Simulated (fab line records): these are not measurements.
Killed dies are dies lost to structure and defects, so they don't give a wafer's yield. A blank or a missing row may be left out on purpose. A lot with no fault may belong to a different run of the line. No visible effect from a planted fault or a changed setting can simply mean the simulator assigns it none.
fab line records	flow nand-harc
record: lots: 13	wafers: 39	last-day: 22
route steps=1159 shown A_CHANNEL_FILL_D1@493 A_M1@1053 A_BONDPAD@1080 THIN_TSV@1121 END@1159
lots that met no fault: from a run of the same line without faults
start-h: hours from the record's first day to the start of the lot's first wafer shown	wait-h: how many hours have passed since the lot's step before this one	" unchanged from the row above	L1.1+2: several wafers, shown together as one row	- no value, or no start was given	* or withheld: withheld	< > ~ a bound
route shown NAME@n: names a module that has steps shown in the file, with the first one's number in the route	usual: mean/standard deviation taken from wafers without a fault	same: alike in all rows	chamber/n: place in a boat	sites: each site's reading	_std_site: how widely they spread, as a standard deviation	_edge_site: inner sites' mean taken away from outer sites' mean	radius-mm: for every site, how far away it sits from the centre of the wafer	mask NAME#n: copy n	behind: the most recent tool/chamber to have shaped the wafer	hold: why the lot was held/for how many hours/how that ended	device: which transistor (n, p or np) failed to switch	end of line: tests run on the same wafers once the route is complete	a step without rows: its recipe alone	killed: the dies lost at the first sort to structure and to defects; this is not the yield of the wafer	map: shows each die of a wafer: x if killed, . if not, _ if none is there
set.NAME: setting as actually run; set.NAME@STEP: the setting as run at that earlier step	model.NAME: the simulator's own value behind a step, which no gauge read
the route's steps for a sample of lots (tables are steps, rows are wafers)
services: a tool's chamber out of use, with start hour (start-h, from the record's first day; less than 0 if before it), hours out, and reason
== steps ==
step: NHARC_A_CHANNEL_FILL_D1_ALD_03
recipe: target-thk-a: 60	pulse-time-s: 60	ald-cycles: 58	temp-c: 630	pressure-torr: 2	material: SiNx
usual: precursor-pulse-height-rel: 1.000/0.022
lot.wafer	tool	chamber	start-h	wait-h	precursor-pulse-height-rel
L464.2	ald-sin-batch-01	0	191.19	-	1.027
L464.3	"	0	"	"	1.019
L464.4	"	0	"	"	1.000
L467.3	ald-sin-batch-02	0	205.01	-	0.985
L467.5	"	0	"	"	1.008
L467.6	"	0	"	"	0.974
L468.2	ald-sin-batch-02	0	205.01	-	1.045
L468.3	"	0	"	"	0.998
L468.6	"	0	"	"	0.996
L466.2	ald-sin-batch-01	0	210.01	-	0.973
L466.3	"	0	"	"	0.982
L466.5	"	0	"	"	0.959
L469.1	ald-sin-batch-01	0	222.51	-	0.987
L469.2	"	0	"	"	1.026
L469.6	"	0	"	"	1.001
L471.3	ald-sin-batch-01	0	222.51	-	0.955
L471.4	"	0	"	"	1.013
L471.6	"	0	"	"	0.983
L470.2	ald-sin-batch-01	0	226.66	-	0.947
L470.3	"	0	"	"	0.993
L470.5	"	0	"	"	0.972
L472.2	ald-sin-batch-01	0	242.12	-	0.978
L472.5	"	0	"	"	1.002
L472.6	"	0	"	"	1.005
L473.1	ald-sin-batch-01	0	242.12	-	1.029
L473.4	"	0	"	"	1.021
L473.5	"	0	"	"	0.994
L474.2	ald-sin-batch-03	0	264.33	-	0.967
L474.3	"	0	"	"	0.939
L474.6	"	0	"	"	0.982
L476.2	ald-sin-batch-03	0	264.33	-	1.009
L476.3	"	0	"	"	1.042
L476.4	"	0	"	"	1.043
L475.3	ald-sin-batch-01	0	268.23	-	1.033
L475.4	"	0	"	"	1.003
L475.5	"	0	"	"	0.986
L477.1	ald-sin-batch-01	0	268.23	-	0.988
L477.4	"	0	"	"	1.042
L477.5	"	0	"	"	0.957
step: NHARC_A_M1_THK_MEAS_24
recipe: thk-meas-gauge: xrf
usual: thk-nm: 154.0/1.5
lot.wafer	tool	chamber	start-h	wait-h	thk-nm
L464.2	film-metro-02	-	410.53	-	154.8
L464.3	"	-	"	"	155.3
L464.4	"	-	"	"	151.8
L468.2	film-metro-02	-	417.67	-	154.3
L468.3	"	-	"	"	154.2
L468.6	"	-	"	"	156.6
L467.3	film-metro-02	-	421.72	-	152.5
L467.5	"	-	"	"	154.2
L467.6	"	-	"	"	150.9
L466.2	film-metro-01	-	427.29	-	155.3
L466.3	"	-	"	"	152.9
L466.5	"	-	"	"	153.4
L469.1	film-metro-01	-	435.91	-	154.7
L469.2	"	-	"	"	153.2
L469.6	"	-	"	"	153.1
L471.3	film-metro-01	-	437.21	-	156.0
L471.4	"	-	"	"	151.2
L471.6	"	-	"	"	153.1
L470.2	film-metro-01	-	449.53	-	153.0
L470.3	"	-	"	"	151.7
L470.5	"	-	"	"	153.6
L472.2	film-metro-01	-	456.39	-	155.0
L472.5	"	-	"	"	154.2
L472.6	"	-	"	"	152.3
L473.1	film-metro-01	-	457.22	-	153.9
L473.4	"	-	"	"	155.5
L473.5	"	-	"	"	153.7
L474.2	film-metro-02	-	472.16	-	152.7
L474.3	"	-	"	"	153.5
L474.6	"	-	"	"	155.9
L477.1	film-metro-01	-	472.56	-	155.7
L477.4	"	-	"	"	155.4
L477.5	"	-	"	"	155.5
L476.2	film-metro-01	-	473.03	-	152.4
L476.3	"	-	"	"	155.4
L476.4	"	-	"	"	154.7
L475.3	film-metro-02	-	480.42	-	153.3
L475.4	"	-	"	"	154.8
L475.5	"	-	"	"	153.8
step: NHARC_A_BONDPAD_ETCH_24
recipe: target-depth-a: 300	over-etch-frac: 0.3	time-s: 72.99	ion-energy-ev: 150	cf4-flow-sccm: 50	n2-flow-sccm: 100	ar-flow-sccm: 150	rf-w: 300	bias-w: 100	chemistry: CF4/N2
usual: chamber-pressure-mTorr: 30.002/0.024	drypump-motor-current-A: 5.7/0.5	oes-product-au: 1.002/0.013	rf-vpp-V: 314.2/2.3	showerhead-plenum-p-Torr: 2.62/0.11	throttle-valve-pct: 19.795/0.0095
same: time-s: 72.99
lot.wafer	tool	chamber	start-h	wait-h	chamber-pressure-mTorr	drypump-motor-current-A	oes-product-au	rf-hours-counter-h	rf-vpp-V	showerhead-plenum-p-Torr	throttle-valve-pct
L464.4	rie-diel-09	0	-	-	29.993	6.5	1.006	5	312.9	2.61	19.792
L464.3	"	1	"	"	30.016	6.3	1.005	6	316.9	2.67	19.797
L464.2	"	2	"	"	30.030	5.5	0.998	6	317.0	2.82	19.797
L468.2	rie-diel-09	0	-	-	29.988	6.5	0.999	6	313.6	2.61	19.795
L468.3	"	2	"	"	29.986	5.5	0.993	6	318.0	2.82	19.805
L468.6	"	1	"	"	30.010	6.3	0.994	-	313.8	2.67	19.784
L467.3	rie-diel-09	3	-	-	30.068	5.2	1.015	6	313.8	2.57	19.789
L467.6	"	2	"	"	29.984	5.4	0.991	-	316.7	2.82	19.789
L467.5	"	3	"	"	29.977	5.2	1.021	-	312.6	2.57	19.797
L466.3	rie-diel-09	2	-	-	29.996	5.5	0.995	6	318.9	2.82	19.800
L466.2	"	0	"	"	30.010	6.5	0.993	6	314.0	2.61	19.791
L466.5	"	1	"	"	29.984	6.3	0.990	-	313.8	2.67	19.780
L469.1	rie-diel-11	3	-	-	29.979	5.1	1.012	13	313.4	2.49	19.776
L469.2	"	1	"	"	29.992	5.8	0.998	12	313.1	2.55	19.794
L469.6	"	3	"	"	30.018	5.1	1.005	-	311.8	2.49	19.794
L471.4	rie-diel-11	3	-	-	30.017	5.1	1.003	13	311.3	2.49	19.792
L471.3	"	1	"	"	30.019	5.8	0.999	12	312.5	2.55	19.793
L471.6	"	3	"	"	30.050	5.1	1.003	-	310.8	2.49	19.818
L470.3	rie-diel-09	3	-	-	30.023	5.2	1.021	0	315.5	2.57	19.806
L470.2	"	0	"	"	29.972	6.5	0.990	0	313.1	2.61	19.793
L470.5	"	2	"	"	29.976	5.5	0.988	-	318.5	2.82	19.776
L472.2	rie-diel-11	1	-	-	29.987	5.8	0.995	16	314.2	2.55	19.799
L472.6	"	3	"	"	29.976	5.1	1.007	-	310.6	2.49	19.794
L472.5	"	0	"	"	29.981	5.6	1.007	-	310.5	2.43	19.787
L473.1	rie-diel-11	3	-	-	30.014	5.1	1.020	17	310.9	2.49	19.805
L473.4	"	1	"	"	30.028	5.8	0.997	16	312.3	2.55	19.808
L473.5	"	3	"	"	29.962	5.1	1.017	-	310.0	2.49	19.812
L474.3	rie-diel-09	2	-	-	29.987	5.5	1.005	1	317.6	2.82	19.797
L474.2	"	0	"	"	30.007	6.5	1.000	1	313.8	2.61	19.796
L474.6	"	2	"	"	30.003	5.4	1.008	-	318.2	2.82	19.788
L477.1	rie-diel-09	2	-	-	30.022	5.5	1.001	1	317.9	2.82	19.784
L477.4	"	3	"	"	29.964	5.2	1.016	1	312.7	2.57	19.812
L477.5	"	0	"	"	29.995	6.5	1.000	-	313.7	2.61	19.787
L476.3	rie-diel-09	0	-	-	29.983	6.5	0.997	1	313.6	2.61	19.795
L476.2	"	1	"	"	30.023	6.3	0.975	1	313.4	2.67	19.793
L476.4	"	3	"	"	30.035	5.2	1.024	1	314.5	2.57	19.796
L475.4	rie-diel-11	0	-	-	30.009	5.6	1.022	20	311.6	2.43	19.812
L475.3	"	1	"	"	29.993	5.8	0.990	20	311.2	2.55	19.800
L475.5	"	3	"	"	30.016	5.1	1.004	-	311.7	2.49	19.800
step: NHARC_THIN_TSV_CD_MEAS_16
usual: cd-nm: 1000.8/2.8
lot.wafer	tool	chamber	start-h	wait-h	cd-nm
L464.2	cd-sem-01	-	435.50	0.1	999.1
L464.3	"	-	"	"	999.8
L464.4	"	-	"	"	997.0
L468.2	cd-sem-03	-	439.02	0.1	1003.0
L468.3	"	-	"	"	1005.8
L468.6	"	-	"	"	1004.7
L467.3	cd-sem-02	-	443.50	0.1	1000.9
L467.5	"	-	"	"	1001.5
L467.6	"	-	"	"	999.7
L466.2	cd-sem-02	-	444.88	0.1	999.9
L466.3	"	-	"	"	1003.6
L466.5	"	-	"	"	1002.8
L469.1	cd-sem-03	-	454.70	0.1	1005.7
L469.2	"	-	"	"	1005.1
L469.6	"	-	"	"	1006.5
L471.3	cd-sem-03	-	455.92	0.1	999.4
L471.4	"	-	"	"	1002.5
L471.6	"	-	"	"	998.1
L470.2	cd-sem-03	-	468.01	0.1	997.3
L470.3	"	-	"	"	993.4
L470.5	"	-	"	"	999.9
L473.1	cd-sem-03	-	475.15	0.1	995.6
L473.4	"	-	"	"	1003.0
L473.5	"	-	"	"	997.3
L472.2	cd-sem-01	-	476.37	0.1	997.5
L472.5	"	-	"	"	996.9
L472.6	"	-	"	"	997.5
L474.2	cd-sem-01	-	491.76	0.1	999.4
L474.3	"	-	"	"	997.4
L474.6	"	-	"	"	996.5
L476.2	cd-sem-03	-	492.95	0.1	998.7
L476.3	"	-	"	"	1000.8
L476.4	"	-	"	"	1001.5
L477.1	cd-sem-02	-	494.15	0.1	1003.2
L477.4	"	-	"	"	998.5
L477.5	"	-	"	"	1003.0
L475.3	cd-sem-02	-	499.57	0.1	998.0
L475.4	"	-	"	"	999.7
L475.5	"	-	"	"	1005.4
step: NHARC_END_SORT_01
recipe: temp-c: 25
usual: killed-at-array: 24/8.4	killed-at-other: 0.7/1.1	killed-at-periphery: 2.9/1.7	killed-dies: 27/8.6	killed-open: 3.3/1.8	killed-short: 1.8/1.4
same: gross-dies: 677
lot.wafer	tool	chamber	start-h	wait-h	killed-at-array	killed-at-other	killed-at-periphery	killed-dies	killed-open	killed-short
L477.1	prober-01	0	515.60	2.4	78	4	1	83	4	1
L477.4	prober-01	0	518.01	3.4	77	3	3	83	5	2
L477.5	prober-01	0	518.81	3.7	82	5	4	91	4	2
L475.3	prober-01	0	525.04	3.1	56	4	4	64	5	1
L475.4	prober-01	0	525.85	3.4	59	4	1	64	2	1
L475.5	prober-01	0	526.66	3.7	60	2	0	62	2	1
killed by level:class
L477.1 A_CHANNEL_FILL_D1:unspecified=49 A_CHANNEL_HOLE_D1:chamber-film-flake=17 THIN_TSV:chamber-film-flake=4 A_STAIRCASE:chamber-film-flake=3 A_CONTACT:chamber-film-flake=3 A_ZERO_WELL:chamber-film-flake=2 P_M1:geometric-particle:open=1 A_ONON_D1:geometric-particle:short=1
L477.4 A_CHANNEL_FILL_D1:unspecified=46 A_CHANNEL_HOLE_D1:chamber-film-flake=17 A_CONTACT:chamber-film-flake=5 THIN_TSV:chamber-film-flake=3 A_CHANNEL_FILL_D1:chamber-film-flake=2 A_STAIRCASE:chamber-film-flake=2 P_M0:geometric-particle:open=1 P_M2:geometric-particle:open=1
L477.5 A_CHANNEL_FILL_D1:unspecified=53 A_CHANNEL_HOLE_D1:chamber-film-flake=19 THIN_TSV:chamber-film-flake=5 P_CONTACT:geometric-particle:open=2 A_WL_FILL:geometric-particle:short=2 A_ZERO_WELL:chamber-film-flake=2 A_CHANNEL_FILL_D1:chamber-film-flake=2 A_CHANNEL_HOLE_D1:geometric-particle:open=1
L475.3 A_CHANNEL_FILL_D1:unspecified=46 THIN_TSV:chamber-film-flake=4 P_CONTACT:geometric-particle:open=2 P_GATE:chamber-film-flake=2 A_STAIRCASE:chamber-film-flake=2 A_SLIT:chamber-film-flake=2 A_CONTACT:chamber-film-flake=2 A_ONON_D1:geometric-particle:open=1
L475.4 A_CHANNEL_FILL_D1:unspecified=46 A_CHANNEL_HOLE_D1:chamber-film-flake=4 A_CONTACT:chamber-film-flake=4 THIN_TSV:chamber-film-flake=4 A_CHANNEL_FILL_D1:geometric-particle:open=2 A_STAIRCASE:chamber-film-flake=2 A_ONON_D1:geometric-particle:short=1 P_GATE:chamber-film-flake=1
L475.5 A_CHANNEL_FILL_D1:unspecified=50 A_CONTACT:chamber-film-flake=4 A_STAIRCASE:chamber-film-flake=3 A_ONON_D1:geometric-particle:open=1 A_SGD_CUT:geometric-particle:short=1 STARTING-WAFER:geometric-particle:open=1 A_BLC:chamber-film-flake=1 THIN_TSV:chamber-film-flake=1
== services ==
tool	chamber	start-h	hours	kind
rie-diel-09	0	184.10	-	clean
rie-diel-09	1	184.10	-	clean
rie-diel-09	2	184.10	-	clean
rie-diel-09	3	184.10	-	clean
rie-diel-11	-	185.61	0.6	repair
rie-diel-11	-	189.50	9.0	pm
rie-diel-09	0	208.60	-	clean
rie-diel-09	1	208.60	-	clean
rie-diel-09	2	208.60	-	clean
rie-diel-09	3	208.60	-	clean
rie-diel-09	0	233.10	-	clean
rie-diel-09	1	233.10	-	clean
rie-diel-09	2	233.10	-	clean
rie-diel-09	3	233.10	-	clean
rie-diel-09	-	254.14	9.0	pm
rie-diel-09	3	305.04	6.0	repair
ald-sin-batch-03	-	314.00	26.0	pm
rie-diel-09	0	343.43	5.8	repair
rie-diel-09	0	359.45	3.6	repair
rie-diel-09	2	366.44	5.9	repair
rie-diel-11	-	366.50	9.0	pm
rie-diel-11	2	389.44	2.3	repair
rie-diel-09	-	431.17	9.0	pm
rie-diel-11	0	469.31	12.6	repair
== key ==
first-sign: step: NHARC_END_SORT_01	reading: killed-dies	direction: up	sigmas: 5.5	usual: 27	struck: 74
effect: step: NHARC_END_SORT_01	reading: killed-at-array	direction: up	sigmas: 5.3	usual: 24	struck: 69
more-kills-born-at: NHARC_A_CHANNEL_FILL_D1_ALD_03@ald-sin-batch-01: 290
met-at NHARC_A_CHANNEL_FILL_D1_ALD_03
struck-lots L475,L477
tester-left-out L475,L477
not-acting-at NHARC_A_M1_THK_MEAS_24,NHARC_A_BONDPAD_ETCH_24,NHARC_THIN_TSV_CD_MEAS_16
onset-between 242.12 268.23
also-fits time
fault: kind: chamber-particle-source	tool: ald-sin-batch-01	chamber: -	onset-h: 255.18	steps: NHARC_A_CHANNEL_FILL_D1_ALD_03	rate-per-visit-cm2: 0.40973	end-h: 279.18
tester-left-out: of these lots the tester's yield and bins aren't shown, on N5 and GAA mostly nor the transistor test; their killed dies are dies lost to structure and defects alone, not to doping, threshold or leakage, so they don't give the yield
